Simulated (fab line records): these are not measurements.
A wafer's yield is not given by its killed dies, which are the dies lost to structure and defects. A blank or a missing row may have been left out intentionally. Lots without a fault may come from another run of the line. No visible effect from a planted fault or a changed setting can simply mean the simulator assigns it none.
Which tool did it?	flow n5-finfet	69 wafers from 23 lots sampled at 6 of the route's 1938 steps

== WHAT THE GAUGES SHOWED, per wafer ==
N5_BEOL_M9_CD_MEAS_11: the cd target is 64.1 nm. Usual: cd-nm 63.9 nm, standard deviation 0.43.
lot	measured	on	cd-nm (nm)	flag
L074	day 9 09:58	cd-sem-03	63.9 64.2 64.0	
L076	day 9 21:39	cd-sem-03	64.5 63.9 64.0	
L075	day 9 21:50	cd-sem-03	64.1 64.3 63.9	
L077	day 10 11:18	cd-sem-03	62.8 63.3 63.3	
L079	day 10 20:44	cd-sem-02	63.8 64.3 63.7	
L078	day 10 21:05	cd-sem-02	63.9 64.1 64.3	
L080	day 11 00:35	cd-sem-01	63.9 64.2 64.1	
L081	day 11 15:50	cd-sem-03	63.9 64.3 64.4	
L082	day 11 23:05	cd-sem-02	63.7 64.1 64.4	
L083	day 12 15:21	cd-sem-01	64.3 64.1 64.0	
L084	day 12 20:13	cd-sem-01	63.9 63.5 63.5	
L085	day 13 18:11	cd-sem-01	63.5 63.5 63.4	
L087	day 13 18:13	cd-sem-02	63.9 63.8 63.3	
L086	day 13 18:32	cd-sem-03	63.8 64.3 63.8	
L090	day 14 01:08	cd-sem-03	64.0 63.5 63.8	
L089	day 14 01:18	cd-sem-03	63.7 63.7 63.1	
L091	day 14 09:58	cd-sem-01	64.6 64.4 64.4	
L092	day 14 10:37	cd-sem-03	64.1 63.6 64.3	
L093	day 14 19:58	cd-sem-01	64.5 63.9 64.6	
L094	day 14 20:11	cd-sem-02	63.7 63.7 64.1	
L095	day 15 05:31	cd-sem-01	63.3 63.4 63.6	
L096	day 15 22:43	cd-sem-01	64.5 64.3 64.7	
L097	day 16 09:04	cd-sem-01	63.7 64.4 64.1	

N5_BEOL_M9_OCD_MEAS_38. Usual: trench-depth-nm 150.8 nm, standard deviation 2.4.
lot	measured	on	trench-depth-nm (nm)	flag
L074	day 9 14:35	ocd-01	154.5 154.0 154.1	
L076	day 9 23:29	ocd-02	150.8 149.3 148.6	
L075	day 9 23:38	ocd-02	151.5 151.1 153.2	
L077	day 10 14:08	ocd-02	153.1 155.5 154.2	
L079	day 11 01:23	ocd-02	150.2 150.8 150.9	
L078	day 11 01:06	ocd-02	153.7 151.9 152.7	
L080	day 11 02:11	ocd-02	152.5 148.7 147.7	
L081	day 11 18:52	ocd-02	150.1 149.0 148.6	
L082	day 12 02:24	ocd-02	149.7 151.9 149.9	
L083	day 12 16:55	ocd-02	150.2 153.2 149.6	
L084	day 12 23:13	ocd-02	148.8 148.1 153.4	
L085	day 13 19:45	ocd-02	149.1 149.9 150.7	
L087	day 13 20:05	ocd-01	149.2 155.2 152.0	
L086	day 13 21:08	ocd-02	151.1 148.4 148.1	
L090	day 14 03:13	ocd-01	146.2 146.5 150.3	
L089	day 14 03:16	ocd-02	150.7 150.5 151.8	
L091	day 14 13:05	ocd-02	147.8 147.7 152.9	
L092	day 14 12:55	ocd-02	154.3 152.2 150.8	
L093	day 15 00:13	ocd-02	150.7 148.1 150.5	
L094	day 15 00:54	ocd-01	151.1 153.6 151.6	
L095	day 15 07:13	ocd-02	147.8 150.2 148.0	
L096	day 16 03:08	ocd-01	147.6 151.6 148.6	
L097	day 16 14:12	ocd-02	154.5 149.5 151.6	

== WHAT TOOL EACH LOT RAN ON (gives the tool, then ch and the chambers of the sampled wafers, and finally the start) ==
lot	N5_BEOL_M9_STRIP_67	N5_BEOL_M9_ETCH_76	N5_BEOL_M9_ETCH_66	N5_BEOL_M9_STRIP_80
L074	rie-diel-03 ch 0,2,3, day 9 10:55	rie-diel-03 ch 2,3, day 9 14:10	rie-diel-03 ch 2,3, day 9 14:13	rie-diel-03 ch 2,3, day 9 14:35 or earlier
L076	rie-diel-03 ch 0,1, day 9 22:09	rie-diel-05 ch 0,1,2, day 9 23:04	rie-diel-05 ch 0,1,2, day 9 23:06	rie-diel-05 ch 0,1,2, day 9 23:29 or earlier
L075	rie-diel-05 ch 1,2,3, day 9 22:24	rie-diel-03 ch 0,3, day 9 23:13	rie-diel-03 ch 0,3, day 9 23:16	rie-diel-03 ch 0,3, day 9 23:38 or earlier
L077	rie-diel-05 ch 1,2,3, day 10 11:45	rie-diel-03 ch 0,2,3, day 10 13:43	rie-diel-03 ch 0,2,3, day 10 13:45	rie-diel-03 ch 0,2,3, day 10 14:08 or earlier
L079	rie-diel-04 ch 1,2,3, day 10 21:05	rie-diel-04 ch 1,2, day 11 00:58	rie-diel-04 ch 1,2, day 11 01:01	rie-diel-04 ch 1,2, day 11 01:23 or earlier
L078	rie-diel-05 ch 0,1,3, day 10 21:23	rie-diel-03 ch 0,2,3, day 11 00:41	rie-diel-03 ch 0,2,3, day 11 00:43	rie-diel-03 ch 0,2,3, day 11 01:06 or earlier
L080	rie-diel-04 ch 0,1,3, day 11 00:55	rie-diel-05 ch 1,2,3, day 11 01:46	rie-diel-05 ch 1,2,3, day 11 01:49	rie-diel-05 ch 1,2,3, day 11 02:11 or earlier
L081	rie-diel-03 ch 0,1, day 11 16:09	rie-diel-05 ch 0,1,2, day 11 18:26	rie-diel-05 ch 0,1,2, day 11 18:29	rie-diel-05 ch 0,1,2, day 11 18:52 or earlier
L082	rie-diel-04 ch 0,2,3, day 11 23:25	rie-diel-04 ch 0,2, day 12 01:58	rie-diel-04 ch 0,2, day 12 02:01	rie-diel-04 ch 0,2, day 12 02:24 or earlier
L083	rie-diel-04 ch 0,1,3, day 12 15:40	rie-diel-04 ch 0,1,2, day 12 16:29	rie-diel-04 ch 0,1,2, day 12 16:32	rie-diel-04 ch 0,1,2, day 12 16:55 or earlier
L084	rie-diel-05 ch 0,1,3, day 12 20:36	rie-diel-05 ch 0,1,3, day 12 22:47	rie-diel-05 ch 0,1,3, day 12 22:50	rie-diel-05 ch 0,1,3, day 12 23:13 or earlier
L085	rie-diel-04 ch 0,2, day 13 18:29	rie-diel-05 ch 0,1,2, day 13 19:20	rie-diel-05 ch 0,1,2, day 13 19:22	rie-diel-05 ch 0,1,2, day 13 19:45 or earlier
L087	rie-diel-05 ch 0,3, day 13 18:38	rie-diel-03 ch 0,1,2, day 13 19:40	rie-diel-03 ch 0,1,2, day 13 19:42	rie-diel-03 ch 0,1,2, day 13 20:05 or earlier
L086	rie-diel-03 ch 0,3, day 13 18:52	rie-diel-04 ch 0,1, day 13 20:43	rie-diel-04 ch 0,1, day 13 20:46	rie-diel-04 ch 0,1, day 13 21:08 or earlier
L090	rie-diel-03 ch 0,2, day 14 01:28	rie-diel-05 ch 0,1,3, day 14 02:48	rie-diel-05 ch 0,1,3, day 14 02:51	rie-diel-05 ch 0,1,3, day 14 03:13 or earlier
L089	rie-diel-05 ch 0,1,3, day 14 01:37	rie-diel-03 ch 0,2,3, day 14 02:50	rie-diel-03 ch 0,2,3, day 14 02:53	rie-diel-03 ch 0,2,3, day 14 03:16 or earlier
L091	rie-diel-04 ch 0,1,3, day 14 10:17	rie-diel-05 ch 0,2,3, day 14 12:40	rie-diel-05 ch 0,2,3, day 14 12:43	rie-diel-05 ch 0,2,3, day 14 13:05 or earlier
L092	rie-diel-03 ch 1,2,3, day 14 10:56	rie-diel-03 ch 0,1,2, day 14 12:29	rie-diel-03 ch 0,1,2, day 14 12:32	rie-diel-03 ch 0,1,2, day 14 12:55 or earlier
L093	rie-diel-05 ch 0,1,3, day 14 20:17	rie-diel-04 ch 0,1, day 14 23:47	rie-diel-04 ch 0,1, day 14 23:50	rie-diel-04 ch 0,1, day 15 00:13 or earlier
L094	rie-diel-05 ch 0,2,3, day 14 20:32	rie-diel-03 ch 1,2, day 15 00:29	rie-diel-03 ch 1,2, day 15 00:32	rie-diel-03 ch 1,2, day 15 00:54 or earlier
L095	rie-diel-04 ch 0,1,3, day 15 05:50	rie-diel-04 ch 0,1, day 15 06:48	rie-diel-04 ch 0,1, day 15 06:50	rie-diel-04 ch 0,1, day 15 07:13 or earlier
L096	rie-diel-04 ch 1,3, day 15 23:29	rie-diel-05 ch 0,1,3, day 16 02:43	rie-diel-05 ch 0,1,3, day 16 02:46	rie-diel-05 ch 0,1,3, day 16 03:08 or earlier
L097	rie-diel-03 ch 1,2, day 16 09:23	rie-diel-03 ch 1,2,3, day 16 13:47	rie-diel-03 ch 1,2,3, day 16 13:49	rie-diel-03 ch 1,2,3, day 16 14:12 or earlier
- N5_BEOL_M9_STRIP_67: strips in CF4.
- N5_BEOL_M9_ETCH_76: etches underlayer in N2/H2, target depth 6.5 nm, time 5.2 s.
- N5_BEOL_M9_ETCH_66: etches SOC in N2/H2, target depth 80 nm, overetch 16 nm, time 120 s.
- N5_BEOL_M9_STRIP_80: strips in N2/H2, time 10 s.

== WHAT THE TOOLS THEMSELVES READ (means of the sampled wafers that have a number; where no wafer has one, the mark that the record gives instead) ==
N5_BEOL_M9_STRIP_67. Usual: drypump-motor-current-A 5.8 A, standard deviation 0.41; oes-product-au 0.75 a.u., standard deviation 0.055; rf-vpp-V 271.4 V, standard deviation 1.3; showerhead-plenum-p-Torr 1.81 Torr, standard deviation 0.046; throttle-valve-pct 13.65 %, standard deviation 0.17.
lot	tool	drypump-motor-current-A (A)	oes-product-au (a.u.)	rf-vpp-V (V)	showerhead-plenum-p-Torr (Torr)	throttle-valve-pct (%)	flag
L074	rie-diel-03	5.8	0.72	271.3	1.78	13.66	
L076	rie-diel-03	6.1	0.81	270.5	1.77	13.50	
L075	rie-diel-05	5.8	0.76	272.1	1.86	13.69	
L077	rie-diel-05	5.7	0.76	273.0	1.86	13.71	
L079	rie-diel-04	6.3	0.72	271.1	1.78	13.67	
L078	rie-diel-05	5.6	0.77	272.4	1.85	13.64	
L080	rie-diel-04	6.0	0.76	271.2	1.82	13.60	
L081	rie-diel-03	6.1	0.79	270.3	1.76	13.53	
L082	rie-diel-04	6.1	0.75	272.0	1.81	13.57	
L083	rie-diel-04	6.0	0.75	271.6	1.82	13.62	
L084	rie-diel-05	5.6	0.76	271.2	1.84	13.68	
L085	rie-diel-04	5.8	0.77	272.6	1.84	13.51	
L087	rie-diel-05	5.5	0.79	272.3	1.85	13.64	
L086	rie-diel-03	5.9	0.69	270.9	1.76	13.81	
L090	rie-diel-03	6.0	0.71	270.4	1.77	13.72	
L089	rie-diel-05	5.6	0.75	271.7	1.84	13.70	
L091	rie-diel-04	6.0	0.74	272.5	1.81	13.65	
L092	rie-diel-03	5.7	0.73	269.7	1.76	13.62	
L093	rie-diel-05	5.6	0.75	272.3	1.84	13.72	
L094	rie-diel-05	5.5	0.75	271.7	1.83	13.78	
L095	rie-diel-04	6.0	0.74	271.3	1.81	13.66	
L096	rie-diel-04	6.3	0.69	272.2	1.77	13.74	
L097	rie-diel-03	5.6	0.73	270.6	1.76	13.58	

N5_BEOL_M9_ETCH_76. Usual: drypump-motor-current-A 5.8 A, standard deviation 0.39; etch-rf-on-time-s 5.19 s, standard deviation 0.088; oes-product-au 0.63 a.u., standard deviation 0.049; rf-vpp-V 524.5 V, standard deviation 2.2; showerhead-plenum-p-Torr 2.56 Torr, standard deviation 0.07; throttle-valve-pct 17.96 %, standard deviation 0.15.
lot	tool	drypump-motor-current-A (A)	etch-rf-on-time-s (s)	oes-product-au (a.u.)	rf-vpp-V (V)	showerhead-plenum-p-Torr (Torr)	throttle-valve-pct (%)	flag
L074	rie-diel-03	5.5	5.12	0.62	522.6	2.52	17.81	
L076	rie-diel-05	5.6	5.24	0.63	525.5	2.61	18.08	
L075	rie-diel-03	5.9	5.17	0.60	523.8	2.51	17.94	
L077	rie-diel-03	5.8	5.10	0.61	524.6	2.51	17.87	
L079	rie-diel-04	6.3	5.31	0.62	525.8	2.53	18.04	
L078	rie-diel-03	5.8	5.17	0.61	523.2	2.51	17.90	
L080	rie-diel-05	5.8	5.26	0.64	526.3	2.65	17.99	
L081	rie-diel-05	5.6	5.23	0.62	526.1	2.60	18.09	
L082	rie-diel-04	6.2	5.17	0.64	525.7	2.57	17.86	
L083	rie-diel-04	6.0	5.14	0.64	524.8	2.58	17.93	
L084	rie-diel-05	5.6	5.19	0.64	525.1	2.62	18.05	
L085	rie-diel-05	5.6	5.24	0.62	526.5	2.60	18.11	
L087	rie-diel-03	6.0	5.11	0.64	522.7	2.49	17.86	
L086	rie-diel-04	6.0	5.23	0.64	524.1	2.58	18.00	
L090	rie-diel-05	5.6	5.21	0.65	527.3	2.62	18.06	
L089	rie-diel-03	5.8	5.13	0.59	523.7	2.50	17.92	
L091	rie-diel-05	5.5	5.26	0.64	525.7	2.61	18.12	
L092	rie-diel-03	6.0	5.09	0.64	522.3	2.49	17.87	
L093	rie-diel-04	5.7	5.20	0.65	525.7	2.62	17.88	
L094	rie-diel-03	5.6	5.06	0.64	522.0	2.50	17.81	
L095	rie-diel-04	5.9	5.22	0.63	525.7	2.58	18.03	
L096	rie-diel-05	5.6	5.24	0.62	524.3	2.61	18.09	
L097	rie-diel-03	5.7	5.20	0.69	523.6	2.49	17.80	

N5_BEOL_M9_ETCH_66. Usual: drypump-motor-current-A 5.8 A, standard deviation 0.39; oes-product-au 0.57 a.u., standard deviation 0.04; rf-vpp-V 524.5 V, standard deviation 2.1; showerhead-plenum-p-Torr 2.56 Torr, standard deviation 0.07; throttle-valve-pct 17.92 %, standard deviation 0.15.
lot	tool	drypump-motor-current-A (A)	oes-product-au (a.u.)	rf-vpp-V (V)	showerhead-plenum-p-Torr (Torr)	throttle-valve-pct (%)	flag
L074	rie-diel-03	5.5	0.55	524.1	2.52	17.76	
L076	rie-diel-05	5.6	0.58	526.1	2.61	18.02	
L075	rie-diel-03	5.9	0.54	522.9	2.51	17.91	
L077	rie-diel-03	5.8	0.55	523.0	2.51	17.84	
L079	rie-diel-04	6.3	0.56	523.3	2.53	18.01	
L078	rie-diel-03	5.8	0.55	522.1	2.51	17.85	
L080	rie-diel-05	5.8	0.58	527.0	2.65	17.95	
L081	rie-diel-05	5.6	0.56	526.5	2.60	18.06	
L082	rie-diel-04	6.1	0.58	524.1	2.57	17.81	
L083	rie-diel-04	6.1	0.58	523.9	2.58	17.89	
L084	rie-diel-05	5.6	0.59	526.6	2.62	18.00	
L085	rie-diel-05	5.6	0.55	525.7	2.60	18.08	
L087	rie-diel-03	5.9	0.57	523.0	2.49	17.82	
L086	rie-diel-04	5.9	0.58	524.8	2.58	17.95	
L090	rie-diel-05	5.6	0.57	526.2	2.62	18.01	
L089	rie-diel-03	5.8	0.54	522.9	2.50	17.88	
L091	rie-diel-05	5.5	0.58	526.2	2.61	18.09	
L092	rie-diel-03	6.0	0.57	522.8	2.49	17.83	
L093	rie-diel-04	5.7	0.59	525.7	2.62	17.84	
L094	rie-diel-03	5.6	0.57	523.1	2.50	17.78	
L095	rie-diel-04	6.0	0.57	525.6	2.58	17.98	
L096	rie-diel-05	5.6	0.56	526.2	2.61	18.04	
L097	rie-diel-03	5.7	0.62	522.5	2.49	17.75	

N5_BEOL_M9_STRIP_80. Usual: drypump-motor-current-A 5.8 A, standard deviation 0.39; oes-product-au 0.74 a.u., standard deviation 0.056; rf-vpp-V 59.2 V, standard deviation 0.85; showerhead-plenum-p-Torr 2.56 Torr, standard deviation 0.07; throttle-valve-pct 23.76 %, standard deviation 0.21.
lot	tool	drypump-motor-current-A (A)	oes-product-au (a.u.)	rf-vpp-V (V)	showerhead-plenum-p-Torr (Torr)	throttle-valve-pct (%)	flag
L074	rie-diel-03	5.5	0.72	58.7	2.52	23.55	
L076	rie-diel-05	5.6	0.74	59.1	2.60	23.91	
L075	rie-diel-03	5.8	0.71	58.6	2.51	23.63	
L077	rie-diel-03	5.8	0.71	59.0	2.51	23.59	
L079	rie-diel-04	6.3	0.74	59.0	2.53	23.87	
L078	rie-diel-03	5.8	0.72	59.2	2.51	23.59	
L080	rie-diel-05	5.7	0.76	59.1	2.64	23.75	
L081	rie-diel-05	5.6	0.73	58.7	2.60	23.92	
L082	rie-diel-04	6.1	0.76	59.6	2.57	23.65	
L083	rie-diel-04	6.1	0.76	59.0	2.57	23.73	
L084	rie-diel-05	5.6	0.76	59.2	2.62	23.90	
L085	rie-diel-05	5.6	0.72	58.6	2.59	23.93	
L087	rie-diel-03	6.0	0.75	59.8	2.49	23.66	
L086	rie-diel-04	5.9	0.76	60.2	2.58	23.80	
L090	rie-diel-05	5.6	0.76	59.8	2.62	23.92	
L089	rie-diel-03	5.8	0.70	59.2	2.50	23.61	
L091	rie-diel-05	5.5	0.75	59.6	2.61	23.96	
L092	rie-diel-03	5.9	0.75	59.3	2.49	23.68	
L093	rie-diel-04	5.7	0.77	59.0	2.62	23.65	
L094	rie-diel-03	5.7	0.75	59.3	2.49	23.64	
L095	rie-diel-04	5.9	0.74	58.8	2.57	23.82	
L096	rie-diel-05	5.6	0.74	59.3	2.61	23.93	
L097	rie-diel-03	5.7	0.82	58.3	2.49	23.64	

== THE ANSWER, worked out from the rows above alone ==
Rule: take the mean of a lot's wafers that have a number; if it is more than 3 standard deviations from the usual mean, the lot is off. A lot without any number at a reading at which 4 lots or more have one is off too. The other lots that the step has rows for count as sound. After the gauges, taken in route order, come the tools' own readings; for these a lot's mean is taken, as printed above. At the first step where some lot is off, the reading lying furthest off is the one used; lots without a number count as furthest.
Nothing can be told from this: no lot is off at any reading shown.

== WHAT THE SIMULATOR HAD PUT IN ==
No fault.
